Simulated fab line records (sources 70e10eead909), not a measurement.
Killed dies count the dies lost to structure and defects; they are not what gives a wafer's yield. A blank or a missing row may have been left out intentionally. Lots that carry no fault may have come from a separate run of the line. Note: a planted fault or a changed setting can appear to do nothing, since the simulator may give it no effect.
Matching of chambers || flow nand_harc || NHARC_A_SLIT_ETCH_29 on rie_diel-10 has 4 sister chambers
The step etches the open film in CF4/O2, target depth 100 nm, overetch 10 nm, time 55 s. 20 wafers are shown with their chamber, then 10 later ones without.

WAFERS, EACH WITH ITS CHAMBER
{"wafer": "L079.2", "chamber": 0, "drypump_motor_current_A (A)": 5.6, "showerhead_plenum_p_Torr (Torr)": 1.41, "rf_vpp_V (V)": 199.9}
{"wafer": "L079.3", "chamber": 3, "drypump_motor_current_A (A)": 5.8, "showerhead_plenum_p_Torr (Torr)": 1.33, "rf_vpp_V (V)": 198.4}
{"wafer": "L079.4", "chamber": 1, "drypump_motor_current_A (A)": 5.7, "showerhead_plenum_p_Torr (Torr)": 1.24, "rf_vpp_V (V)": 195.7}
{"wafer": "L080.2", "chamber": 3, "drypump_motor_current_A (A)": 5.8, "showerhead_plenum_p_Torr (Torr)": 1.33, "rf_vpp_V (V)": 199.0}
{"wafer": "L080.4", "chamber": 0, "drypump_motor_current_A (A)": 5.6, "showerhead_plenum_p_Torr (Torr)": 1.41, "rf_vpp_V (V)": 200.7}
{"wafer": "L080.6", "chamber": 2, "drypump_motor_current_A (A)": 4.9, "showerhead_plenum_p_Torr (Torr)": 1.27, "rf_vpp_V (V)": 196.5}
{"wafer": "L081.1", "chamber": 0, "drypump_motor_current_A (A)": 5.6, "showerhead_plenum_p_Torr (Torr)": 1.41, "rf_vpp_V (V)": 200.5}
{"wafer": "L081.5", "chamber": 2, "drypump_motor_current_A (A)": 4.9, "showerhead_plenum_p_Torr (Torr)": 1.27, "rf_vpp_V (V)": 196.8}
{"wafer": "L081.6", "chamber": 1, "drypump_motor_current_A (A)": 5.7, "showerhead_plenum_p_Torr (Torr)": 1.24, "rf_vpp_V (V)": 195.5}
{"wafer": "L082.1", "chamber": 2, "drypump_motor_current_A (A)": 4.8, "showerhead_plenum_p_Torr (Torr)": 1.27, "rf_vpp_V (V)": 196.8}
{"wafer": "L082.4", "chamber": 2, "drypump_motor_current_A (A)": 4.8, "showerhead_plenum_p_Torr (Torr)": 1.27, "rf_vpp_V (V)": 195.3}
{"wafer": "L082.5", "chamber": 3, "drypump_motor_current_A (A)": 5.8, "showerhead_plenum_p_Torr (Torr)": 1.33, "rf_vpp_V (V)": 198.1}
{"wafer": "L086.2", "chamber": 1, "drypump_motor_current_A (A)": 5.7, "showerhead_plenum_p_Torr (Torr)": 1.24, "rf_vpp_V (V)": 196.0}
{"wafer": "L086.4", "chamber": 3, "drypump_motor_current_A (A)": 5.8, "showerhead_plenum_p_Torr (Torr)": 1.32, "rf_vpp_V (V)": 196.7}
{"wafer": "L086.5", "chamber": 3, "drypump_motor_current_A (A)": 5.8, "showerhead_plenum_p_Torr (Torr)": 1.32, "rf_vpp_V (V)": 197.4}
{"wafer": "L087.1", "chamber": 0, "drypump_motor_current_A (A)": 5.6, "showerhead_plenum_p_Torr (Torr)": 1.40, "rf_vpp_V (V)": 199.2}
{"wafer": "L087.2", "chamber": 1, "drypump_motor_current_A (A)": 5.7, "showerhead_plenum_p_Torr (Torr)": 1.24, "rf_vpp_V (V)": 196.4}
{"wafer": "L087.5", "chamber": 2, "drypump_motor_current_A (A)": 4.8, "showerhead_plenum_p_Torr (Torr)": 1.27, "rf_vpp_V (V)": 196.9}
{"wafer": "L089.1", "chamber": 3, "drypump_motor_current_A (A)": 5.8, "showerhead_plenum_p_Torr (Torr)": 1.32, "rf_vpp_V (V)": 198.1}
{"wafer": "L089.5", "chamber": 3, "drypump_motor_current_A (A)": 5.8, "showerhead_plenum_p_Torr (Torr)": 1.32, "rf_vpp_V (V)": 197.1}

SIGNATURES, as means of the wafers listed above
{"reading": "drypump_motor_current_A", "chamber 0": 5.600, "chamber 1": 5.700, "chamber 2": 4.840, "chamber 3": 5.800, "scatter within a chamber": 0.0274}
{"reading": "showerhead_plenum_p_Torr", "chamber 0": 1.4075, "chamber 1": 1.2400, "chamber 2": 1.2700, "chamber 3": 1.3243, "scatter within a chamber": 0.00392}
{"reading": "rf_vpp_V", "chamber 0": 200.075, "chamber 1": 195.900, "chamber 2": 196.460, "chamber 3": 197.829, "scatter within a chamber": 0.682}
Rule: distance of a wafer from a chamber = root of the sum over the readings of ((wafer's reading minus chamber's mean) / reading's scatter) squared. The wafer belongs to the nearest chamber; if the next one is less than 2 further off, it can't be placed. How the scatter is found: for the shown wafers, subtract from each reading the mean of its chamber, square and add these, divide the total by (wafers less chambers), then take the root.

WAFERS WITHOUT THEIR CHAMBER
{"wafer": "L089.6", "drypump_motor_current_A (A)": 5.6, "showerhead_plenum_p_Torr (Torr)": 1.40, "rf_vpp_V (V)": 198.0}
{"wafer": "L092.1", "drypump_motor_current_A (A)": 4.8, "showerhead_plenum_p_Torr (Torr)": 1.27, "rf_vpp_V (V)": 196.1}
{"wafer": "L092.3", "drypump_motor_current_A (A)": 5.8, "showerhead_plenum_p_Torr (Torr)": 1.32, "rf_vpp_V (V)": 196.8}
{"wafer": "L092.5", "drypump_motor_current_A (A)": 5.8, "showerhead_plenum_p_Torr (Torr)": 1.32, "rf_vpp_V (V)": 197.3}
{"wafer": "L096.1", "drypump_motor_current_A (A)": 4.9, "showerhead_plenum_p_Torr (Torr)": 1.26, "rf_vpp_V (V)": 195.8}
{"wafer": "L096.4", "drypump_motor_current_A (A)": 5.6, "showerhead_plenum_p_Torr (Torr)": 1.40, "rf_vpp_V (V)": 199.8}
{"wafer": "L096.6", "drypump_motor_current_A (A)": 5.6, "showerhead_plenum_p_Torr (Torr)": 1.40, "rf_vpp_V (V)": 200.2}
{"wafer": "L095.1", "drypump_motor_current_A (A)": 5.8, "showerhead_plenum_p_Torr (Torr)": 1.32, "rf_vpp_V (V)": 197.9}
{"wafer": "L095.4", "drypump_motor_current_A (A)": 4.8, "showerhead_plenum_p_Torr (Torr)": 1.26, "rf_vpp_V (V)": 195.8}
{"wafer": "L095.6", "drypump_motor_current_A (A)": 5.7, "showerhead_plenum_p_Torr (Torr)": 1.24, "rf_vpp_V (V)": 194.6}

THE CHAMBER EACH PASSED THROUGH
{"wafer": "L089.6", "from the rows above": 0, "in truth": 0}
{"wafer": "L092.1", "from the rows above": 2, "in truth": 2}
{"wafer": "L092.3", "from the rows above": 3, "in truth": 3}
{"wafer": "L092.5", "from the rows above": 3, "in truth": 3}
{"wafer": "L096.1", "from the rows above": 2, "in truth": 2}
{"wafer": "L096.4", "from the rows above": 0, "in truth": 0}
{"wafer": "L096.6", "from the rows above": 0, "in truth": 0}
{"wafer": "L095.1", "from the rows above": 3, "in truth": 3}
{"wafer": "L095.4", "from the rows above": 2, "in truth": 2}
{"wafer": "L095.6", "from the rows above": 1, "in truth": 1}
Correct placement for 10 of the 10. Not placeable from these rows: 0. Placed wrongly: 0.
